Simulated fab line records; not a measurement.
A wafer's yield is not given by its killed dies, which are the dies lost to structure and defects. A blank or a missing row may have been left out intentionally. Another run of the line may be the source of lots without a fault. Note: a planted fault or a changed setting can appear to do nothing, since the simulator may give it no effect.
Which of the tools did it?	flow nand harc	Sampling: 23 lots, 69 wafers, 5 of 1302 route steps

WHAT EACH GAUGE READ, for each wafer
NHARC_A_M0_INSPECT_27. Usual: raw defect count 543, standard deviation 130.
lot	measured	on	raw defect count	flag
L076	day 23 03:44	defect inspect-01	383 430 522	
L074	day 23 04:48	defect inspect-01	531 490 533	
L075	day 23 06:53	defect inspect-01	474 475 490	
L077	day 24 14:49	defect inspect-01	538 493 511	
L079	day 24 17:22	defect inspect-01	453 484 368	
L078	day 24 19:45	defect inspect-01	544 527 506	
L080	day 25 12:24	defect inspect-02	491 551 511	
L081	day 26 11:11	defect inspect-01	450 503 533	
L083	day 26 18:23	defect inspect-01	668 533 573	
L082	day 26 18:43	defect inspect-02	428 629 552	
L084	day 26 19:09	defect inspect-02	526 582 517	
L085	day 27 07:58	defect inspect-01	1127 852 795	
L086	day 27 09:37	defect inspect-02	526 417 682	
L088	day 28 10:26	defect inspect-01	1030 803 644	
L089	day 28 12:14	defect inspect-01	450 373 439	
L087	day 28 17:45	defect inspect-01	595 683 719	
L091	day 30 02:25	defect inspect-01	507 517 457	
L092	day 30 05:12	defect inspect-02	463 452 428	
L090	day 30 09:41	defect inspect-02	358 368 371	
L093	day 30 19:40	defect inspect-01	561 388 678	
L097	day 31 22:59	defect inspect-02	464 609 477	
L095	day 32 04:35	defect inspect-01	793 660 768	
L096	day 32 10:11	defect inspect-01	578 774 593	

NHARC_A_M1_INSPECT_11. Usual: raw defect count 84, standard deviation 36.
lot	measured	on	raw defect count	flag
L076	day 23 05:16	defect inspect-02	76 72 79	
L074	day 23 06:17	defect inspect-01	45 57 45	
L075	day 23 08:25	defect inspect-01	95 87 106	
L077	day 24 16:20	defect inspect-01	81 76 74	
L079	day 24 18:45	defect inspect-02	58 74 69	
L078	day 24 21:26	defect inspect-02	162 142 164	
L080	day 25 13:55	defect inspect-01	80 71 64	
L081	day 26 12:42	defect inspect-01	101 100 111	
L083	day 26 19:47	defect inspect-02	90 94 92	
L082	day 26 20:14	defect inspect-01	68 74 79	
L084	day 26 20:40	defect inspect-01	90 86 84	
L085	day 27 09:29	defect inspect-01	153 119 135	
L086	day 27 11:34	defect inspect-01	18 23 23	
L088	day 28 11:57	defect inspect-02	95 112 104	
L089	day 28 13:37	defect inspect-01	62 78 64	
L087	day 28 19:08	defect inspect-01	147 132 160	
L091	day 30 03:57	defect inspect-01	37 37 40	
L092	day 30 06:43	defect inspect-02	82 87 91	
L090	day 30 11:10	defect inspect-02	62 61 64	
L093	day 30 21:11	defect inspect-01	83 81 88	
L097	day 32 00:30	defect inspect-02	83 80 86	
L095	day 32 06:18	defect inspect-01	135 131 136	
L096	day 32 11:40	defect inspect-01	72 85 71	

TOOL THAT RAN EACH LOT (tool first, then ch and the chambers of the sampled wafers, then the start)
lot	NHARC_A_CONTACT_STRIP_26	NHARC_A_BLC_STRIP_29	NHARC_A_M0_STRIP_18
L076	rie diel-08 ch 1,2,3, day 22 22:15 or earlier	rie diel-12 ch 0,1,2, day 22 22:15	rie diel-10 ch 0,1, day 23 01:38
L074	rie diel-09 ch 0,2,3, day 22 23:18 or earlier	rie diel-01 ch 0,1,3, day 22 23:18	rie diel-10 ch 0,2,3, day 23 02:41
L075	rie diel-08 ch 0,2,3, day 23 01:21 or earlier	rie diel-12 ch 0,2,3, day 23 01:21	rie diel-10 ch 1,2,3, day 23 04:47
L077	rie diel-13 ch 0,1,2, day 24 08:52 or earlier	rie diel-12 ch 0,1,3, day 24 08:52	rie diel-05 ch 0,1,3, day 24 12:44
L079	rie diel-09 ch 0,1,3, day 24 11:42 or earlier	rie diel-12 ch 0,1,3, day 24 11:42	rie diel-05 ch 0,1,2, day 24 15:19
L078	rie diel-13 ch 1,3, day 24 13:50 or earlier	rie diel-12 ch 0,1,3, day 24 13:50	rie diel-02 ch 2,3, day 24 17:38
L080	rie diel-09 ch 0,1, day 25 06:49 or earlier	rie diel-01 ch 0,3, day 25 06:49	rie diel-02 ch 1,3, day 25 10:13
L081	rie diel-13 ch 0,1,2, day 26 05:38 or earlier	rie diel-01 ch 0,1,2, day 26 05:38	rie diel-10 ch 1,2, day 26 09:02
L083	rie diel-13 ch 1,2,3, day 26 12:41 or earlier	rie diel-01 ch 0,1,3, day 26 12:41	rie diel-10 ch 0,1,2, day 26 16:16
L082	rie diel-09 ch 2,3, day 26 13:11 or earlier	rie diel-01 ch 0,2, day 26 13:11	rie diel-05 ch 1,3, day 26 16:38
L084	rie diel-08 ch 0,2,3, day 26 13:35 or earlier	rie diel-01 ch 1,2,3, day 26 13:35	rie diel-02 ch 0,1, day 26 17:01
L085	rie diel-09 ch 0,1, day 27 02:25 or earlier	rie diel-01 ch 1,2,3, day 27 02:25	rie diel-02 ch 0,3, day 27 05:53
L086	rie diel-09 ch 1,2,3, day 27 04:06 or earlier	rie diel-01 ch 0,2,3, day 27 04:06	rie diel-02 ch 1,2,3, day 27 07:31
L088	rie diel-09 ch 0,1,2, day 28 04:58 or earlier	rie diel-01 ch 0,1,2, day 28 04:58	rie diel-10 ch 0,3, day 28 08:21
L089	rie diel-09 ch 0,1,3, day 28 06:49 or earlier	rie diel-12 ch 2,3, day 28 06:49	rie diel-02 ch 1,3, day 28 10:07
L087	rie diel-08 ch 1,2,3, day 28 11:49 or earlier	rie diel-12 ch 0,1,2, day 28 11:49	rie diel-10 ch 0,1,2, day 28 15:39
L091	rie diel-08 ch 0,2,3, day 29 20:53 or earlier	rie diel-12 ch 0,2, day 29 20:53	rie diel-05 ch 0,2,3, day 30 00:22
L092	rie diel-08 ch 0,1,2, day 29 23:42 or earlier	rie diel-12 ch 0,2, day 29 23:42	rie diel-02 ch 0,2,3, day 30 03:05
L090	rie diel-08 ch 0,1,3, day 30 04:14 or earlier	rie diel-01 ch 1,2,3, day 30 04:14	rie diel-10 ch 1,2, day 30 07:37
L093	rie diel-13 ch 0,1,2, day 30 14:16 or earlier	rie diel-11 ch 0,1, day 30 14:16	rie diel-05 ch 0,1,2, day 30 17:32
L097	rie diel-09 ch 0,2,3, day 31 17:24 or earlier	rie diel-12 ch 1,2,3, day 31 17:24	rie diel-05 ch 1,2,3, day 31 20:46
L095	rie diel-08 ch 0,2,3, day 31 22:51 or earlier	rie diel-12 ch 1,2, day 31 22:51	rie diel-05 ch 0,1,2, day 32 02:18
L096	rie diel-08 ch 0,3, day 32 04:34 or earlier	rie diel-12 ch 1,3, day 32 04:34	rie diel-05 ch 1,3, day 32 08:01
- NHARC_A_CONTACT_STRIP_26: strips in O2.
- NHARC_A_BLC_STRIP_29: strips in CF4.
- NHARC_A_M0_STRIP_18: strips in N2/H2.

AS READ BY THE TOOLS THEMSELVES (means over the sampled wafers that have a number; for cases with no such wafer, the mark the record gives instead)
NHARC_A_CONTACT_STRIP_26. Usual: drypump motor current A 5.7 A, standard deviation 0.55; oes product au 1.002 a.u., standard deviation 0.011; rf vpp V 57.7 V, standard deviation 0.89; showerhead plenum p Torr 3.51 Torr, standard deviation 0.13; throttle valve pct 17.037 %, standard deviation 0.0089.
lot	tool	drypump motor current A (A)	oes product au (a.u.)	rf vpp V (V)	showerhead plenum p Torr (Torr)	throttle valve pct (%)	flag
L076	rie diel-08	5.9	1.003	58.3	3.58	17.041	
L074	rie diel-09	5.6	1.009	57.3	3.41	17.038	
L075	rie diel-08	5.7	1.006	57.8	3.58	17.040	
L077	rie diel-13	5.6	0.989	57.1	3.53	17.041	
L079	rie diel-09	5.6	1.015	57.9	3.51	17.040	
L078	rie diel-13	5.1	0.991	58.3	3.57	17.035	
L080	rie diel-09	5.6	1.015	57.5	3.52	17.040	
L081	rie diel-13	5.6	0.994	58.4	3.52	17.037	
L083	rie diel-13	5.5	0.998	57.1	3.57	17.036	
L082	rie diel-09	5.5	1.001	58.2	3.38	17.028	
L084	rie diel-08	5.7	1.007	57.5	3.58	17.044	
L085	rie diel-09	5.6	1.009	57.4	3.51	17.040	
L086	rie diel-09	6.0	1.001	56.7	3.49	17.042	
L088	rie diel-09	6.1	1.015	56.5	3.50	17.042	
L089	rie diel-09	5.6	1.004	57.6	3.49	17.047	
L087	rie diel-08	5.9	0.996	58.5	3.57	17.036	
L091	rie diel-08	5.8	0.995	56.5	3.57	17.033	
L092	rie diel-08	6.0	0.995	58.1	3.47	17.039	
L090	rie diel-08	5.7	1.007	57.9	3.48	17.033	
L093	rie diel-13	5.6	0.996	58.0	3.50	17.035	
L097	rie diel-09	5.6	1.006	56.8	3.38	17.034	
L095	rie diel-08	5.7	0.998	57.4	3.57	17.035	
L096	rie diel-08	5.4	0.991	59.0	3.57	17.025	

NHARC_A_BLC_STRIP_29. Usual: drypump motor current A 5.9 A, standard deviation 0.43; oes product au 0.998 a.u., standard deviation 0.012; rf vpp V 59.3 V, standard deviation 0.82; showerhead plenum p Torr 1.75 Torr, standard deviation 0.062; throttle valve pct 13.284 %, standard deviation 0.0097.
lot	tool	drypump motor current A (A)	oes product au (a.u.)	rf vpp V (V)	showerhead plenum p Torr (Torr)	throttle valve pct (%)	flag
L076	rie diel-12	5.5	1.002	59.2	1.71	13.280	
L074	rie diel-01	5.8	1.003	58.6	1.79	13.282	
L075	rie diel-12	6.0	0.998	59.7	1.74	13.287	
L077	rie diel-12	5.8	1.001	59.1	1.72	13.294	
L079	rie diel-12	5.8	1.000	59.0	1.72	13.282	
L078	rie diel-12	5.8	0.998	59.2	1.72	13.276	
L080	rie diel-01	5.9	0.998	58.8	1.72	13.284	
L081	rie diel-01	6.0	0.999	59.9	1.80	13.293	
L083	rie diel-01	5.9	0.989	59.4	1.79	13.285	
L082	rie diel-01	6.1	0.997	59.1	1.78	13.291	
L084	rie diel-01	6.0	1.003	59.1	1.83	13.273	
L085	rie diel-01	6.0	1.011	59.8	1.83	13.289	
L086	rie diel-01	6.1	1.002	59.3	1.77	13.292	
L088	rie diel-01	5.9	1.002	59.4	1.80	13.280	
L089	rie diel-12	6.3	1.000	59.3	1.75	13.285	
L087	rie diel-12	5.5	0.994	59.0	1.71	13.289	
L091	rie diel-12	5.7	0.981	59.6	1.73	13.292	
L092	rie diel-12	5.7	0.980	58.9	1.73	13.284	
L090	rie diel-01	6.0	1.010	60.4	1.83	13.297	
L093	rie diel-11	5.9	0.982	59.3	1.70	13.278	
L097	rie diel-12	5.8	1.006	58.5	1.72	13.284	
L095	rie diel-12	5.4	1.007	59.3	1.69	13.284	
L096	rie diel-12	5.7	1.009	59.3	1.70	13.287	

NHARC_A_M0_STRIP_18. Usual: drypump motor current A 5.7 A, standard deviation 0.45; h2 flow sccm 150.0 sccm, standard deviation 0.44; oes product au 0.997 a.u., standard deviation 0.015; rf vpp V 90.6 V, standard deviation 0.86; showerhead plenum p Torr 2.02 Torr, standard deviation 0.067; throttle valve pct 14.171 %, standard deviation 0.0094.
lot	tool	drypump motor current A (A)	h2 flow sccm (sccm)	oes product au (a.u.)	rf vpp V (V)	showerhead plenum p Torr (Torr)	throttle valve pct (%)	flag
L076	rie diel-10	5.2	149.9	0.996	90.5	2.01	14.183	
L074	rie diel-10	5.6	149.8	0.995	90.5	1.97	14.178	
L075	rie diel-10	5.8	150.2	0.990	90.5	1.94	14.163	
L077	rie diel-05	5.8	150.1	1.002	89.8	2.01	14.170	
L079	rie diel-05	5.8	150.2	1.014	91.3	2.06	14.161	
L078	rie diel-02	5.7	150.0	1.004	90.9	2.03	14.164	
L080	rie diel-02	6.0	149.8	0.990	91.3	2.07	14.178	
L081	rie diel-10	5.4	149.7	0.998	91.1	1.95	14.171	
L083	rie diel-10	5.2	149.7	1.000	90.7	1.97	14.174	
L082	rie diel-05	5.6	149.8	1.012	90.4	2.06	14.169	
L084	rie diel-02	5.9	150.1	0.992	90.6	2.07	14.173	
L085	rie diel-02	5.8	150.2	0.987	90.5	2.03	14.171	
L086	rie diel-02	5.8	150.0	0.989	90.9	2.05	14.171	
L088	rie diel-10	5.6	150.1	1.000	90.2	2.00	14.167	
L089	rie diel-02	6.0	150.3	0.979	91.7	2.06	14.168	
L087	rie diel-10	5.3	150.0	1.002	90.7	1.97	14.171	
L091	rie diel-05	6.1	149.7	1.009	89.7	2.02	14.164	
L092	rie diel-02	5.6	149.7	1.003	90.0	2.02	14.167	
L090	rie diel-10	5.3	150.0	0.994	90.7	1.94	14.177	
L093	rie diel-05	5.8	149.9	1.004	91.5	2.05	14.171	
L097	rie diel-05	5.8	149.6	1.011	90.7	2.07	14.173	
L095	rie diel-05	5.8	150.6	0.990	90.5	2.05	14.169	
L096	rie diel-05	5.9	149.2	1.010	91.0	2.01	14.174	

THE ANSWER, worked out from the rows above alone
Rule: a lot is off if the mean of its wafers that have a number lies more than 3 standard deviations from the usual mean. Also off: a lot with no number at a reading for which 4 or more lots have one. Where the step has rows for the other lots, those lots are counted as sound. After the gauges, taken in route order, come the tools' own readings; for these a lot's mean is taken, as printed above. The first step at which some lot is off is used, and at that step the reading that is off furthest; a lot without a number counts as furthest.
No lot is off on any of the readings shown, so nothing can be concluded from this.

WHAT WAS PUT IN BY THE SIMULATOR
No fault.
